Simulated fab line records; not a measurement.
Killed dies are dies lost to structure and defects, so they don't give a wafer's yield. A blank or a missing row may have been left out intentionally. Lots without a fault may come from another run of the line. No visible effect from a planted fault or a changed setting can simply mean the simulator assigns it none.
Matching of chambers + flow nand harc + NHARC_A_M0_CMP_23 on cmp-03: 4 sister chambers
The step polishes, t overpolish 20 s, target thk 113.75 nm. 4 wafers are shown with their chamber, then 8 later ones without.

== WAFERS PAIRED WITH THEIR CHAMBERS ==
| wafer  | chamber | motor current A (A) |
|--------|---------|---------------------|
| L090.4 | 0       | 11.1                |
| L090.5 | 2       | 13.5                |
| L090.6 | 1       | 12.3                |
| L092.4 | 3       | 11.7                |

== WAFERS MISSING THEIR CHAMBER ==
| wafer  | motor current A (A) |
|--------|---------------------|
| L092.5 | 11.2                |
| L092.6 | 12.2                |
| L091.2 | 11.0                |
| L091.4 | 11.8                |
| L091.5 | 11.3                |
| L097.1 | 11.7                |
| L097.4 | 12.7                |
| L097.5 | 14.1                |

== CHAMBER TAKEN BY EACH ==
| wafer  | from the rows above     | in truth |
|--------|-------------------------|----------|
| L092.5 | can't be placed: 0 or 3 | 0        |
| L092.6 | can't be placed: 1 or 3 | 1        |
| L091.2 | 0                       | 0        |
| L091.4 | can't be placed: 3 or 1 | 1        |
| L091.5 | can't be placed: 0 or 3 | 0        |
| L097.1 | 3                       | 3        |
| L097.4 | can't be placed: 1 or 2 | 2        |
| L097.5 | 2                       | 2        |
Placed correctly: 3 of 8. Can't be placed from these rows: 5 (the true chamber is among the candidates in 5). 0 placed wrongly.
How it was worked out, from the rows above alone: a wafer's distance from a chamber is the root of the sum, over the readings, of the square of ((its reading less the chamber's mean) divided by the reading's scatter). If the next closest chamber is less than 2 further off than the closest, the wafer can't be placed; otherwise it belongs to the closest. The mean given for a chamber averages the wafers shown for that chamber. The scatter: root of mean squared gap, hidden wafer to nearest shown wafer, with one shown wafer a chamber.
